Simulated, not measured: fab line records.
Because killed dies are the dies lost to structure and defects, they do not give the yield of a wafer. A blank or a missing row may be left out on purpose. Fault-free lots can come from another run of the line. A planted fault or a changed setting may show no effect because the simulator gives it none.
fab line records	flow n5_finfet
record: lots: 7	wafers: 21
route steps=1938 shown MOL_CONTACT_COAG@605 BEOL_M0_SAQP@632 BEOL_M0_CUTY@711 BEOL_M0@715 BEOL_M1@754
start_h: hours from the record's opening day to when the first of the lot's shown wafers began	wait_h: time in hours since the lot's previous step	" unchanged from the row above	L1.1+2: a single row standing in for several wafers	- no value, or no start given	* or withheld: withheld	< > ~ a bound
route shown NAME@n: a module of which the file shows steps, and the number in the route of the first	usual: the fault-free wafers' mean and standard deviation	same: alike in all rows	chamber/n: place in a boat	sites: the reading at each site	_std_site: their standard deviation	_edge_site: inner sites' mean taken away from outer sites' mean	radius_mm: how far each site lies from the wafer's centre	mask NAME#n: copy n	behind: the most recent tool/chamber to have shaped the wafer	hold: the reason the lot was held/the length of the hold in hours/how it ended	device: transistor that didn't switch, given as n, p or np	end of line: tests run on the same wafers once the route is complete	where a step has no rows: the recipe by itself	killed: the dies lost at the first sort to structure and to defects; this is not the yield of the wafer	map: dies across one wafer; x = killed, . = not, _ = none there
set.NAME: the setting the step ran with; set.NAME@STEP: the setting that earlier step ran with	model.NAME: the simulator's own value behind a step, which no gauge read
lots run with intentionally changed settings; tables by step, rows by wafer
== steps ==
step: N5_MOL_CONTACT_COAG_DESCUM_45
recipe: chemistry: O2	time_s: 7	source_power_w: 50	bias_power_w: 20	pressure_mtorr: 20	rf_frequency_hz: 2.712e+07	temp_c: 40	resist: CAR-EUV	o2_flow_sccm: 225
lot.wafer	tool	chamber	start_h	wait_h	set.time_s	model.CAR-EUV_of_MOL_CONTACT_COAG_COAT_34.thk_nm
L081.3	rie_diel-06	0	143.85	0.0	7	36.2
L081.4+5	"	0,3	"	"	7	36.4
L082.1	rie_diel-02	2	147.82	0.2	7	36
L082.2	"	1	"	"	7	36.2
L082.5	"	2	"	"	7	35.8
L087.3	rie_diel-06	2	177.17	0.0	7	36
L087.4+5	"	0	"	"	7	36.2
L089.2+6	rie_diel-03	2,1	195.74	0.5	8.141	35.6
L089.4	"	1	"	"	7	36.2
L091.2+5+6	rie_diel-06	3,2,1	207.16	0.4	7	36.2
L093.1+3	rie_diel-02	2,0	215.62	0.2	7	36
L093.5	"	0	"	"	5.872	36.8
L097.1	rie_diel-06	0	247.35	0.3	7	36
L097.5+6	"	0,3	"	"	6.348	36.4
step: N5_MOL_CONTACT_COAG_ETCH_65
recipe: chemistry: N2/H2	target: underlayer	target_depth_a: 130	mask_material: CAR-EUV	time_s: 10.4	ion_energy_ev: 200	pressure_mtorr: 30	source_w: 840	bias_w: 150	n2_flow_sccm: 200	h2_flow_sccm: 200	ends: cleared
lot.wafer	tool	chamber	start_h	wait_h	set.time_s@MOL_CONTACT_COAG_DESCUM_45	model.CAR-EUV_of_MOL_CONTACT_COAG_COAT_34.thk_nm
L081.3+4+5	rie_diel-06	0,0,3	143.89	0.0	7	24.8
L082.1+5	rie_diel-02	2	147.85	0.0	7	24.4
L082.2	"	1	"	"	7	24.6
L087.3+4+5	rie_diel-06	2,0,0	177.21	0.0	7	24.6
L089.2	rie_diel-03	2	195.77	0.0	8.141	24.2
L089.4	"	1	"	"	7	24.6
L089.6	"	1	"	"	8.141	24
L091.2+5+6	rie_diel-06	3,2,1	207.19	0.0	7	24.8
L093.1	rie_diel-02	2	215.66	0.0	7	24.6
L093.3	"	0	"	"	7	24.8
L093.5	"	0	"	"	5.872	25.4
L097.1	rie_diel-06	0	247.38	0.0	7	24.6
L097.5	"	0	"	"	6.348	24.8
L097.6	"	3	"	"	6.348	25
step: N5_MOL_CONTACT_COAG_ETCH_66
recipe: chemistry: CF4	target: SiARC	target_depth_a: 130	mask_material: CAR-EUV	time_s: 21.7	ion_energy_ev: 80	pressure_mtorr: 40	source_w: 545	bias_w: 36	Ar_flow_sccm: 100	cf4_flow_sccm: 100	ends: cleared
lot.wafer	tool	chamber	start_h	wait_h	set.time_s@MOL_CONTACT_COAG_DESCUM_45	model.CAR-EUV_of_MOL_CONTACT_COAG_COAT_34.thk_nm
L081.3+5	rie_diel-06	0,3	143.90	0.0	7	17.2
L081.4	"	0	"	"	7	17
L082.1+5	rie_diel-02	2	147.87	0.0	7	16.8
L082.2	"	1	"	"	7	17
L087.3+4+5	rie_diel-06	2,0,0	177.23	0.0	7	17
L089.2	rie_diel-03	2	195.79	0.0	8.141	16.6
L089.4	"	1	"	"	7	17
L089.6	"	1	"	"	8.141	16.4
L091.2	rie_diel-06	3	207.21	0.0	7	17
L091.5+6	"	2,1	"	"	7	17.2
L093.1+3	rie_diel-02	2,0	215.68	0.0	7	17
L093.5	"	0	"	"	5.872	17.8
L097.1	rie_diel-06	0	247.40	0.0	7	16.8
L097.5+6	"	0,3	"	"	6.348	17.2
step: N5_MOL_CONTACT_COAG_ALD_133
recipe: material: SiO2	target_thk_a: 50	temp_c: 100	ald_precursor_family: BDEAS	ald_co_reactant: O2-plasma	pulse_time_s: 1	co_reactant_pulse_time_s: 1	purge_time_s: 2	co_reactant_purge_time_s: 2	ald_cycles: 35	pressure_torr: 2
step: N5_MOL_CONTACT_COAG_ETCHBACK_134
recipe: chemistry: CHF3	target: SiO2	target_depth_a: 100	time_s: 6.7	ion_energy_ev: 200	pressure_mtorr: 30	source_w: 610	bias_w: 170	Ar_flow_sccm: 200	CHF3_flow_sccm: 50
step: N5_MOL_CONTACT_COAG_PRECLEAN_138
recipe: chemistry: alkaline_clean	temp_c: 60	time_s: 60	do_ppb: 50
step: N5_MOL_CONTACT_COAG_SRD_139
recipe: dry: ipa_marangoni	time_s: 30	temp_c: 23	rinse_liquid: diw
step: N5_MOL_CONTACT_COAG_CD_MEAS_101
recipe: target_cd_nm: 16
usual: cd_nm: 16.06/0.29
lot.wafer	tool	chamber	start_h	wait_h	set.dose_mj@MOL_CONTACT_COAG_EXPOSE_37	cd_nm
L081.3	cd_sem-03	-	144.70	0.0	62	16.24
L081.4	"	-	"	"	62	15.66
L081.5	"	-	"	"	62	16.33
L082.1	cd_sem-03	-	148.70	0.0	62	15.93
L082.2	"	-	"	"	64.45	16.48
L082.5	"	-	"	"	62	16.21
L087.3	cd_sem-02	-	178.00	0.0	62	16.01
L087.4	"	-	"	"	62	16.20
L087.5	"	-	"	"	62	15.76
L089.2	cd_sem-02	-	196.98	0.0	57.69	15.10
L089.4	"	-	"	"	62	16.13
L089.6	"	-	"	"	57.69	15.09
L091.2	cd_sem-02	-	207.98	0.0	63.95	16.25
L091.5	"	-	"	"	63.95	16.99
L091.6	"	-	"	"	62	15.93
L093.1	cd_sem-01	-	216.57	0.0	62	16.37
L093.3	"	-	"	"	57.9	14.61
L093.5	"	-	"	"	62	15.81
L097.1	cd_sem-02	-	248.22	0.0	62	15.84
L097.5	"	-	"	"	66.03	17.11
L097.6	"	-	"	"	66.03	16.83
step: N5_BEOL_M0_SAQP_PECVD_00
recipe: material: SiCN	target_thk_a: 80	temp_c: withheld	precursor: 3MS/NH3	pressure_torr: 3	rf_w: 202	time_s: 14
lot.wafer	tool	chamber	start_h	wait_h	set.time_s	model.SiCN_of_BEOL_M0_SAQP_PECVD_00.thk_nm
L081.3+4+5	pecvd-04	1,2,0	148.84	0.1	14	8
L082.1+2	pecvd-01	2,0	152.84	0.2	14.53	8.2
L082.5	"	0	"	"	14	8.2
L087.3	pecvd-03	2	182.13	0.1	14	7.8
L087.4	"	0	"	"	14	8
L087.5	"	1	"	"	12.04	7
L089.2	pecvd-04	0	201.11	0.2	14	7.8
L089.4	"	1	"	"	13.13	7.4
L089.6	"	2	"	"	14	8.2
L091.2	pecvd-04	2	212.12	0.2	14	8
L091.5	"	2	"	"	15.3	8.6
L091.6	"	0	"	"	14	7.8
L093.1	pecvd-03	1	220.70	0.2	14	7.8
L093.3	"	0	"	"	15.58	9
L093.5	"	1	"	"	14	8
L097.1+6	pecvd-01	1	252.35	0.2	14.82	8.4
L097.5	"	0	"	"	14	8
step: N5_BEOL_M0_SAQP_PECVD_04
recipe: material: a-Si	target_thk_a: 600	temp_c: 350	precursor: SiH4/He	pressure_torr: 3	rf_w: 100	time_s: 60.2
lot.wafer	tool	chamber	start_h	wait_h	set.time_s	model.a-Si_of_BEOL_M0_SAQP_PECVD_04.thk_nm
L081.3	pecvd-04	0	149.68	0.0	60.2	58.2
L081.4	"	2	"	"	60.2	58.6
L081.5	"	0	"	"	60.2	59.8
L082.1	pecvd-03	2	153.84	0.0	60.2	59.2
L082.2	"	1	"	"	60.2	59.8
L082.5	"	2	"	"	68.38	68.6
L087.3	pecvd-03	1	182.82	0.0	60.2	59.4
L087.4	"	1	"	"	56.82	57.2
L087.5	"	0	"	"	56.82	56.8
L089.2	pecvd-04	1	202.05	0.0	60.2	59.2
L089.4	"	1	"	"	60.2	60.6
L089.6	"	0	"	"	63.54	64
L091.2	pecvd-03	2	213.47	0.0	60.2	59
L091.5	"	0	"	"	66.41	67.8
L091.6	"	1	"	"	60.2	61
L093.1	pecvd-01	2	221.46	0.0	63.49	63.2
L093.3	"	1	"	"	60.2	59.6
L093.5	"	2	"	"	63.49	63.8
L097.1+5	pecvd-01	1,2	253.53	0.0	60.2	60.6
L097.6	"	0	"	"	60.2	61
step: N5_BEOL_M0_SAQP_THK_MEAS_05
usual: thk_nm: 59.9/0.88
lot.wafer	tool	chamber	start_h	wait_h	set.time_s@BEOL_M0_SAQP_PECVD_04	thk_nm
L081.3	film_metro-02	-	149.79	0.1	60.2	58.1
L081.4	"	-	"	"	60.2	58.6
L081.5	"	-	"	"	60.2	59.7
L082.1	film_metro-01	-	153.94	0.1	60.2	59.2
L082.2	"	-	"	"	60.2	59.7
L082.5	"	-	"	"	68.38	68.5
L087.3	film_metro-01	-	182.92	0.1	60.2	59.4
L087.4	"	-	"	"	56.82	57.2
L087.5	"	-	"	"	56.82	56.9
L089.2	film_metro-02	-	202.14	0.1	60.2	59.2
L089.4	"	-	"	"	60.2	60.7
L089.6	"	-	"	"	63.54	64.0
L091.2	film_metro-02	-	213.56	0.1	60.2	58.9
L091.5	"	-	"	"	66.41	67.8
L091.6	"	-	"	"	60.2	61.1
L093.1	film_metro-01	-	221.56	0.1	63.49	63.1
L093.3	"	-	"	"	60.2	59.7
L093.5	"	-	"	"	63.49	63.8
L097.1	film_metro-02	-	253.63	0.1	60.2	60.6
L097.5	"	-	"	"	60.2	60.6
L097.6	"	-	"	"	60.2	61.1
step: N5_BEOL_M0_SAQP_HM_DEP_111
recipe: material: SiO2	target_thk_a: 120	temp_c: 400	precursor: SiH4/N2O	pressure_torr: 0.75	rf_w: 275	time_s: 7.2
step: N5_BEOL_M0_SAQP_COAT_81
recipe: resist: SOC	temp_c: 250	time_s: 60	spin_rpm: 1500	resist_thk_nm: 100
step: N5_BEOL_M0_SAQP_HM_OPEN_112
recipe: chemistry: CHF3/O2	target: SiO2	stop_on: a-Si	target_depth_a: 120	over_etch_frac: 1.25	mask_material: SOC	time_s: 13.5	pressure_mtorr: 30	source_w: 650	bias_w: 170	Ar_flow_sccm: 200	CHF3_flow_sccm: 50	O2_flow_sccm: 5	ion_energy_ev: 200	ends: end_point
step: N5_BEOL_M0_SAQP_STRIP_113
recipe: chemistry: CHF3/O2	resist: SiARC	rf_frequency_hz: 6e+07
step: N5_BEOL_M0_SAQP_MANDREL_ETCH_20
recipe: target_depth_a: 600	chemistry: HBr/Cl2	target: a-Si	stop_on: SiNx	bt_time_s: 10	mask_material: SOC	over_etch_frac: 0.5	time_s: 30	pressure_mtorr: 10	icp_w: 800	bias_w: 75	HBr_flow_sccm: 150	Cl2_flow_sccm: 80	ends: end_point
usual: oes_product_au: 0.776/0.014
lot.wafer	tool	chamber	start_h	wait_h	set.time_s@BEOL_M0_SAQP_PECVD_04	oes_product_au	model.etch.depth_nm
L081.3	rie_si-04	2	151.62	0.0	60.2	0.738	58.11
L081.4	"	3	"	"	60.2	0.783	58.59
L081.5	"	2	"	"	60.2	0.765	59.74
L082.1	rie_si-02	0	155.26	0.0	60.2	0.759	59.22
L082.2	"	3	"	"	60.2	0.778	59.71
L082.5	"	3	"	"	68.38	0.846	68.55
L087.3	rie_si-04	1	183.66	0.0	60.2	0.774	59.36
L087.4	"	0	"	"	56.82	0.753	57.14
L087.5	"	3	"	"	56.82	0.764	56.88
L089.2	rie_si-01	1	203.09	0.0	60.2	0.785	59.24
L089.4	"	2	"	"	60.2	0.797	60.66
L089.6	"	2	"	"	63.54	0.825	63.96
L091.2	rie_si-04	2	215.10	0.0	60.2	0.754	58.92
L091.5	"	3	"	"	66.41	0.853	67.74
L091.6	"	2	"	"	60.2	0.765	61.04
L093.1	rie_si-02	1	222.41	0.0	63.49	0.794	63.15
L093.3	"	2	"	"	60.2	0.789	59.65
L093.5	"	1	"	"	63.49	0.785	63.74
L097.1	rie_si-02	1	254.69	0.0	60.2	0.764	60.61
L097.5	"	1	"	"	60.2	0.775	60.61
L097.6	"	0	"	"	60.2	0.777	61.08
step: N5_BEOL_M0_CUTY_DESCUM_61
recipe: chemistry: O2	time_s: 7.9	source_power_w: 50	bias_power_w: 20	pressure_mtorr: 20	rf_frequency_hz: 2.712e+07	temp_c: 40	resist: CAR-ArF-block	o2_flow_sccm: 225
lot.wafer	tool	chamber	start_h	wait_h	set.time_s	model.CAR-ArF-block_of_BEOL_M0_CUTY_COAT_51.thk_nm
L081.3	rie_diel-03	3	159.21	0.0	7.9	143.6
L081.4	"	0	"	"	7.9	144.2
L081.5	"	0	"	"	7.9	143.8
L082.1	rie_diel-06	1	161.70	0.0	7.9	143.8
L082.2	"	3	"	"	7.086	144.2
L082.5	"	3	"	"	7.9	144
L087.3+4	rie_diel-02	3,0	195.23	0.6	7.9	143.8
L087.5	"	3	"	"	8.641	142.8
L089.2+4	rie_diel-06	0,2	208.92	0.0	7.9	143
L089.6	"	1	"	"	8.991	142.6
L091.2+5	rie_diel-03	3,1	220.88	0.0	7.9	142.8
L091.6	"	0	"	"	7.191	143.6
L093.1	rie_diel-03	0	228.30	0.4	6.388	145.2
L093.3	"	1	"	"	6.388	144.6
L093.5	"	1	"	"	7.9	143.2
L097.1	rie_diel-03	1	260.59	0.0	7.9	142.8
L097.5	"	1	"	"	7.9	142.6
L097.6	"	2	"	"	7.9	143
step: N5_BEOL_M0_ETCH_138
recipe: chemistry: CH3F/O2	target_depth_a: 120	target: SiCN	time_s: 31.6	ion_energy_ev: 120	pressure_mtorr: 30	source_w: 395	bias_w: 75	Ar_flow_sccm: 150	CH3F_flow_sccm: 30	O2_flow_sccm: 20	ends: cleared
usual: rf_vpp_V: 297.0/1.8
lot.wafer	tool	chamber	start_h	wait_h	set.source_w	rf_vpp_V
L081.3	rie_diel-03	3	159.42	0.0	395	295.8
L081.4	"	0	"	"	395	298.3
L081.5	"	0	"	"	395	296.8
L082.1	rie_diel-06	1	161.91	0.0	415.6	291.6
L082.2	"	3	"	"	395	293.0
L082.5	"	3	"	"	395	294.3
L087.3	rie_diel-02	3	195.43	0.0	395	297.1
L087.4	"	0	"	"	370.7	304.5
L087.5	"	3	"	"	395	298.6
L089.2	rie_diel-06	0	209.13	0.0	346.7	311.4
L089.4	"	2	"	"	395	296.0
L089.6	"	1	"	"	395	296.8
L091.2	rie_diel-03	3	221.08	0.0	395	294.6
L091.5	"	1	"	"	395	299.1
L091.6	"	0	"	"	395	298.5
L093.1	rie_diel-03	0	228.50	0.0	428.7	290.0
L093.3	"	1	"	"	395	298.3
L093.5	"	1	"	"	395	300.2
L097.1	rie_diel-03	1	260.80	0.0	395	297.9
L097.5	"	1	"	"	395	299.4
L097.6	"	2	"	"	364.5	302.6
step: N5_BEOL_M1_HM_DEP_02
recipe: material: TiN	target_thk_a: 200	temp_c: 25	chamber_pressure_pa: 0.49996
lot.wafer	tool	chamber	start_h	wait_h	set.target_thk_a	model.TiN_of_BEOL_M1_HM_DEP_02.thk_nm
L081.3+4	pvd_sputter-02	-	171.94	0.8	200	20.2
L081.5	"	-	"	"	200	20
L082.1	pvd_sputter-03	-	172.06	0.4	225.4	22.4
L082.2	"	-	"	"	200	20
L082.5	"	-	"	"	225.4	22.6
L087.3+4	pvd_sputter-01	-	206.37	1.3	200	20.2
L087.5	"	-	"	"	200	20
L089.2	pvd_sputter-01	-	215.15	1.2	200	20
L089.4	"	-	"	"	200	19.8
L089.6	"	-	"	"	188.3	19
L091.2	pvd_sputter-02	-	236.58	3.7	181.1	18.4
L091.5	"	-	"	"	200	20.8
L091.6	"	-	"	"	181.1	18.2
L093.1+5	pvd_sputter-03	-	246.94	0.8	200	19.6
L093.3	"	-	"	"	184.2	18
L097.1	pvd_sputter-03	-	268.18	1.5	200	20
L097.5	"	-	"	"	200	19.6
L097.6	"	-	"	"	200	20.2
step: N5_BEOL_M1_EXPOSE_08
recipe: mask_id: M1	na: 0.33	source_shape: dipole	sigma_inner: 0.369	sigma_outer: 0.767	polarization: unpolarized	dose_mj: 33
lot.wafer	tool	chamber	start_h	wait_h	mask	set.dose_mj
L081.3+4+5	euv_scanner-01	0	172.34	-	M1#0	33
L082.1+2+5	euv_scanner-01	0	172.37	-	M1#0	33
L087.3+5	euv_scanner-01	0	206.78	-	M1#0	33
L087.4	"	0	"	"	M1#0	31.71
L089.2+6	euv_scanner-02	0	215.42	-	M1#0	33.65
L089.4	"	0	"	"	M1#0	33
L091.2	euv_scanner-01	0	236.85	-	M1#0	33
L091.5+6	"	0	"	"	M1#0	34.32
L093.1+3+5	euv_scanner-01	0	247.20	-	M1#0	33
L097.1+5+6	euv_scanner-01	0	268.56	-	M1#0	33
step: N5_BEOL_M1_PEB_09
recipe: peb_temp_c: 100	peb_time_s: 60	resist: CAR-EUV
step: N5_BEOL_M1_DEVELOP_10
recipe: develop_time_s: 30	developer: TMAH	resist: CAR-EUV	rinse_liquid: surfactant_rinse	dry: air_spin	dev_temp_c: 23
step: N5_BEOL_M1_CD_MEAS_11
recipe: target_cd_nm: 17.05	landing_energy_ev: 500	detector: se_inlens	polarity: opening
usual: cd_nm: 17.07/0.24
lot.wafer	tool	chamber	start_h	wait_h	set.dose_mj@BEOL_M1_EXPOSE_08	cd_nm
L081.3	cd_sem-02	0	172.46	-	33	17.29
L081.4	"	0	"	"	33	16.97
L081.5	"	0	"	"	33	16.97
L082.1	cd_sem-01	0	172.50	-	33	17.04
L082.2	"	0	"	"	33	16.91
L082.5	"	0	"	"	33	16.84
L087.3	cd_sem-02	0	206.89	-	33	16.91
L087.4	"	0	"	"	31.71	15.93
L087.5	"	0	"	"	33	17.06
L089.2	cd_sem-03	0	215.55	-	33.65	17.65
L089.4	"	0	"	"	33	17.12
L089.6	"	0	"	"	33.65	17.41
L091.2	cd_sem-03	0	236.97	-	33	16.63
L091.5	"	0	"	"	34.32	17.78
L091.6	"	0	"	"	34.32	17.51
L093.1	cd_sem-02	0	247.32	-	33	17.01
L093.3	"	0	"	"	33	16.91
L093.5	"	0	"	"	33	17.20
L097.1	cd_sem-02	0	268.69	-	33	16.74
L097.5	"	0	"	"	33	16.94
L097.6	"	0	"	"	33	16.68
step: N5_BEOL_M1_DESCUM_16
recipe: chemistry: O2	time_s: 7	source_power_w: 50	bias_power_w: 20	pressure_mtorr: 20	rf_frequency_hz: 2.712e+07	temp_c: 40	resist: CAR-EUV	o2_flow_sccm: 225
step: N5_BEOL_M1_ETCH_74
recipe: chemistry: N2/H2	target: underlayer	target_depth_a: 65	mask_material: CAR-EUV	time_s: 5.2	ion_energy_ev: 200	pressure_mtorr: 30	source_w: 840	bias_w: 150	n2_flow_sccm: 200	h2_flow_sccm: 200	ends: cleared
step: N5_BEOL_M1_ETCH_63
recipe: chemistry: CF4	target: SiARC	target_depth_a: 156	mask_material: CAR-EUV	time_s: 26	ion_energy_ev: 80	pressure_mtorr: 40	source_w: 545	bias_w: 36	Ar_flow_sccm: 100	cf4_flow_sccm: 100	ends: cleared
lot.wafer	tool	chamber	start_h	wait_h	set.dose_mj@BEOL_M1_EXPOSE_08	model.BEOL_M1.cd_offset_nm
L081.3+4	rie_diel-04	1,0	172.63	0.0	33	0
L081.5	"	2	"	"	33	0.2
L082.1	rie_diel-01	2	172.87	0.0	33	0.2
L082.2	"	3	"	"	33	-0.2
L082.5	"	2	"	"	33	0
L087.3+5	rie_diel-01	2,3	207.07	0.0	33	-0.2
L087.4	"	1	"	"	31.71	-0.8
L089.2+6	rie_diel-05	1,2	216.81	0.0	33.65	0.4
L089.4	"	0	"	"	33	0
L091.2	rie_diel-01	2	237.24	0.0	33	-0.2
L091.5+6	"	0,3	"	"	34.32	0.4
L093.1	rie_diel-01	3	247.59	0.0	33	0
L093.3	"	0	"	"	33	-0.2
L093.5	"	3	"	"	33	0.2
L097.1+5+6	rie_diel-05	3,0,3	268.86	0.0	33	0
step: N5_BEOL_M1_ETCH_64
recipe: chemistry: N2/H2	target: SOC	target_depth_a: 750	overetch_a: 150	mask_material: SiARC	temp_c: 40	time_s: 112.5	ion_energy_ev: 200	pressure_mtorr: 30	source_w: 840	bias_w: 150	n2_flow_sccm: 200	h2_flow_sccm: 200
step: N5_BEOL_M1_STRIP_65
recipe: chemistry: N2/H2	temp_c: 40	n2_flow_sccm: 200	h2_flow_sccm: 200	rf_frequency_hz: 6e+07
step: N5_BEOL_M1_STRIP_75
recipe: chemistry: N2/H2	temp_c: 40	n2_flow_sccm: 200	h2_flow_sccm: 200	rf_frequency_hz: 6e+07
step: N5_BEOL_M1_STRIP_66
recipe: chemistry: CF4	resist: SiARC	power_w: 300	bias_power_w: 75	pressure_mtorr: 50	cf4_flow_sccm: 150	rf_frequency_hz: 6e+07
step: N5_BEOL_M1_HM_OPEN_17
recipe: chemistry: Cl2/BCl3	target_depth_a: 200	overetch_a: 60	target: TiN	mask_material: SOC	ion_energy_ev: 150	pressure_mtorr: 10	icp_w: 1000	bias_w: 126	Cl2_flow_sccm: 53.25	bcl3_flow_sccm: 21.75	Ar_flow_sccm: 25
lot.wafer	tool	chamber	start_h	wait_h	set.target_thk_a@BEOL_M1_HM_DEP_02	model.etch.depth_nm
L081.3	rie_metal-01	1	172.94	0.1	200	20.12
L081.4	"	0	"	"	200	20.23
L081.5	"	0	"	"	200	20.09
L082.1	rie_metal-03	1	173.07	0.0	225.4	22.33
L082.2	"	0	"	"	200	20.05
L082.5	"	1	"	"	225.4	22.53
L087.3	rie_metal-02	1	207.81	0.6	200	20.21
L087.4	"	0	"	"	200	20.11
L087.5	"	0	"	"	200	20.07
L089.2	rie_metal-03	0	217.26	0.3	200	20.08
L089.4	"	0	"	"	200	19.84
L089.6	"	1	"	"	188.3	18.96
L091.2	rie_metal-02	0	237.43	0.0	181.1	18.41
L091.5	"	1	"	"	200	20.74
L091.6	"	0	"	"	181.1	18.14
L093.1	rie_metal-03	0	247.79	0.0	200	19.62
L093.3	"	1	"	"	184.2	17.99
L093.5	"	1	"	"	200	19.51
L097.1	rie_metal-02	1	269.06	0.0	200	19.92
L097.5	"	0	"	"	200	19.7
L097.6	"	1	"	"	200	20.11
== key ==
split: step: N5_MOL_CONTACT_COAG_DESCUM_45	setting: time_s	stated: 7	by: wafer
response: step: N5_MOL_CONTACT_COAG_DESCUM_45	reading: model.CAR-EUV_of_MOL_CONTACT_COAG_COAT_34.thk_nm	change: -0.0431	per: 1%	r: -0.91
response: step: N5_MOL_CONTACT_COAG_ETCH_65	reading: model.CAR-EUV_of_MOL_CONTACT_COAG_COAT_34.thk_nm	change: -0.0363	per: 1%	r: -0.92
response: step: N5_MOL_CONTACT_COAG_ETCH_66	reading: model.CAR-EUV_of_MOL_CONTACT_COAG_COAT_34.thk_nm	change: -0.0405	per: 1%	r: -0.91
split: step: N5_BEOL_M0_SAQP_PECVD_00	setting: time_s	stated: 14	by: wafer
response: step: N5_BEOL_M0_SAQP_PECVD_00	reading: model.SiCN_of_BEOL_M0_SAQP_PECVD_00.thk_nm	change: +0.0756	per: 1%	r: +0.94
split: step: N5_BEOL_M0_SAQP_PECVD_04	setting: time_s	stated: 60.2	by: wafer
response: step: N5_BEOL_M0_SAQP_PECVD_04	reading: model.a-Si_of_BEOL_M0_SAQP_PECVD_04.thk_nm	change: +0.683	per: 1%	r: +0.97
response: step: N5_BEOL_M0_SAQP_THK_MEAS_05	reading: thk_nm	change: *	per: 1%	r: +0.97
response: step: N5_BEOL_M0_SAQP_MANDREL_ETCH_20	reading: oes_product_au	change: +0.00597	per: 1%	r: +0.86
response: step: N5_BEOL_M0_SAQP_MANDREL_ETCH_20	reading: model.etch.depth_nm	change: +0.678	per: 1%	r: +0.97
split: step: N5_BEOL_M0_CUTY_DESCUM_61	setting: time_s	stated: 7.9	by: wafer
response: step: N5_BEOL_M0_CUTY_DESCUM_61	reading: model.CAR-ArF-block_of_BEOL_M0_CUTY_COAT_51.thk_nm	change: -0.0694	per: 1%	r: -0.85
split: step: N5_BEOL_M0_ETCH_138	setting: source_w	stated: 395	by: wafer
response: step: N5_BEOL_M0_ETCH_138	reading: rf_vpp_V	change: -0.995	per: 1%	r: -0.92
split: step: N5_BEOL_M1_HM_DEP_02	setting: target_thk_a	stated: 200	by: wafer
response: step: N5_BEOL_M1_HM_DEP_02	reading: model.TiN_of_BEOL_M1_HM_DEP_02.thk_nm	change: +0.211	per: 1%	r: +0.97
response: step: N5_BEOL_M1_HM_OPEN_17	reading: model.etch.depth_nm	change: +0.207	per: 1%	r: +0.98
split: step: N5_BEOL_M1_EXPOSE_08	setting: dose_mj	stated: 33	by: wafer
response: step: N5_BEOL_M1_CD_MEAS_11	reading: cd_nm	change: +0.254	per: 1%	r: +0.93
response: step: N5_BEOL_M1_ETCH_63	reading: model.BEOL_M1.cd_offset_nm	change: +0.157	per: 1%	r: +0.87
split outside_this_file step=N5_MOL_CONTACT_COAG_EXPOSE_37 setting=dose_mj
split outside_this_file: this setting was split too, and the file shows its column; the key of that split is in another file
